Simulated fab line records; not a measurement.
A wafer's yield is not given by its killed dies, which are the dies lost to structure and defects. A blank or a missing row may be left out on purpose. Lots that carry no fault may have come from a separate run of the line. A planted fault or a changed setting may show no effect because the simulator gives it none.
Split-lot trial -- flow n5_finfet -- 39 wafers read across 7 lots, on a route 1938 steps long

SPLIT DETAILS
At N5_BEOL_M7_TRENCH_ETCH_37 (etches SiCOH lowk in C4F6/O2, target depth 93.478 nm, time 31.2 s), the setting time_s was moved away from the recipe's 31.2 s on 15 of the 39 wafers read, by -51.7% to +55.4%. All remaining wafers had this setting at the recipe value.

FROM THE SPLIT TO THE READING: what the file shows between them, 8 steps
- N5_BEOL_M7_ETCH_41: etches SiCN in CH3F/O2, target depth 31.9 nm, time 57.8 s
- N5_BEOL_M7_STRIP_80: strips in N2/H2, time 10 s
- N5_BEOL_M7_OCD_MEAS_38
- N5_BEOL_M7_HM_STRIP_39: strips TiN in peroxide tin strip, target depth 25 nm, time 158 s
- N5_BEOL_M7_SRD_40: time 30 s
- N5_BEOL_M7_ECD_50: material Cu, target thk 300 nm
- N5_BEOL_M7_ANNEAL_51: time 90 s
- N5_BEOL_M7_CMP_52: polishes, stops on SiCOH lowk, t overpolish 6.9 s, target thk 80 nm

THE READING
M7_THK, in nm, at N5_BEOL_M7_THK_MEAS_53 (measures by xrf). Fault-free wafers of this fab line usually give 81.0 nm, standard deviation 2.1 nm.

wafer,"tool, chamber at the split","time_s as run, s",against the recipe,"M7_THK, nm",against lot-mates on the recipe
L077.1,"rie_diel-03, 0",15.07,-51.7%,30.7,-49.1
L077.2,"rie_diel-03, 3",31.2,recipe,77.9,-
L077.3,"rie_diel-03, 2",31.2,recipe,79.9,-
L077.4,"rie_diel-03, 1",31.2,recipe,81.7,-
L077.5,"rie_diel-03, 3",15.07,-51.7%,29.3,-50.5
L077.6,"rie_diel-03, 0",15.07,-51.7%,30.5,-49.3
L079.1,"rie_diel-03, 0",31.2,recipe,79.9,-
L079.2,"rie_diel-03, 3",31.2,recipe,77.8,-
L079.3,"rie_diel-03, 2",31.2,recipe,81.5,-
L079.4,"rie_diel-03, 1",31.2,recipe,81.3,-
L079.5,"rie_diel-03, 1",31.2,recipe,81.7,-
L079.6,"rie_diel-03, 2",31.2,recipe,81.0,-
L082.1,"rie_diel-04, 3",31.2,recipe,81.6,-
L082.2,"rie_diel-04, 2",31.2,recipe,80.9,-
L082.3,"rie_diel-04, 0",48.19,+54.5%,127.5,+46.2
L082.4,"rie_diel-04, 1",31.2,recipe,81.4,-
L082.5,"rie_diel-04, 2",48.19,+54.5%,130.4,+49.1
L082.6,"rie_diel-04, 3",48.19,+54.5%,135.8,+54.5
L089.1,"rie_diel-02, 1",31.2,recipe,79.6,-
L089.2,"rie_diel-02, 0",48.47,+55.4%,131.0,+50.1
L089.3,"rie_diel-02, 2",48.47,+55.4%,135.3,+54.4
L089.4,"rie_diel-02, 3",48.47,+55.4%,131.6,+50.7
L089.5,"rie_diel-02, 1",31.2,recipe,81.8,-
L089.6,"rie_diel-02, 2",31.2,recipe,81.2,-
L088.1,"rie_diel-04, 1",21.98,-29.6%,55.2,-25.6
L088.2,"rie_diel-04, 0",21.98,-29.6%,51.5,-29.3
L088.3,"rie_diel-04, 3",31.2,recipe,83.3,-
L088.4,"rie_diel-04, 2",31.2,recipe,80.9,-
L088.5,"rie_diel-04, 0",31.2,recipe,78.2,-
L088.6,"rie_diel-04, 3",21.98,-29.6%,55.2,-25.6
L094.1,"rie_diel-04, 1",31.2,recipe,82.4,-
L094.2,"rie_diel-04, 2",31.2,recipe,80.9,-
L094.3,"rie_diel-04, 0",18.76,-39.9%,41.9,-38.7
L094.4,"rie_diel-04, 3",18.76,-39.9%,45.4,-35.2
L094.5,"rie_diel-04, 0",31.2,recipe,78.6,-
L094.6,"rie_diel-04, 1",18.76,-39.9%,44.6,-36.0
L095.1,"rie_diel-04, 3",31.2,recipe,83.6,-
L095.2,"rie_diel-04, 0",31.2,recipe,78.4,-
L095.4,"rie_diel-04, 1",31.2,recipe,81.9,-

THE FIT
A straight line over all 39 wafers: M7_THK changes by +0.94 nm for each +1% of time_s; r = +1.00; the points scatter about the line by 2 nm.
The same after taking each lot's own level away (the mean of its wafers on the recipe; 39 wafers): +0.932 nm for each +1%; r = +1.00; scatter 1.9 nm.
Per that fit: largest time_s move, reading shift of 52 nm.
Measured against the standard deviation above, the lots' own levels, which go from 79.83 to 81.30 nm, span 0.7 times it.
So the lot-to-lot level changes the slope little: the two slopes agree.
Check: +51.7 nm against its lot-mates is what the line predicts for one of the wafers moved furthest among these (+55.4%) when that wafer is left out of the fit. It came out at +50.1 nm against them.

THE WHOLE CHAIN: every reading that the file lists as answering this split, in the file's order
step,what it does,reading,change (the file's fit),r (the file's)
N5_BEOL_M7_TRENCH_ETCH_37,"etches SiCOH lowk in C4F6/O2, target depth 93.478 nm, time 31.2 s","etch.depth_nm (the simulator's own value, which no gauge read)",+0.932 nm for each +1% of the setting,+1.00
N5_BEOL_M7_TRENCH_ETCH_37,"etches SiCOH lowk in C4F6/O2, target depth 93.478 nm, time 31.2 s","BEOL_M7.feature_depth_nm (the simulator's own value, which no gauge read)",+0.931 nm for each +1% of the setting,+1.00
N5_BEOL_M7_TRENCH_ETCH_37,"etches SiCOH lowk in C4F6/O2, target depth 93.478 nm, time 31.2 s","TiN_of_BEOL_M7_HM_DEP_02.thk_nm (the simulator's own value, which no gauge read)",-0.0273 nm for each +1% of the setting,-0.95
N5_BEOL_M7_OCD_MEAS_38,,trench_depth_nm,+0.929 nm for each +1% of the setting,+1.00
N5_BEOL_M7_CMP_52,"polishes, stops on SiCOH lowk, t overpolish 6.9 s, target thk 80 nm","Cu_of_BEOL_M7_ECD_50.thk_nm (the simulator's own value, which no gauge read)",+0.933 nm for each +1% of the setting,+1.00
N5_BEOL_M7_THK_MEAS_53,measures by xrf,M7_THK,+0.932 for each +1% of the setting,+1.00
N5_BEOL_M7_RS_MEAS_57,measures by four-point-probe,M7_RS,"not straight: 0.983 at the lowest setting, 0.283 at the recipe, 0.161 at the highest",not given

FILE'S OWN FIT
M7_THK changes by +0.932 nm for each +1% of time_s, r = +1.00.
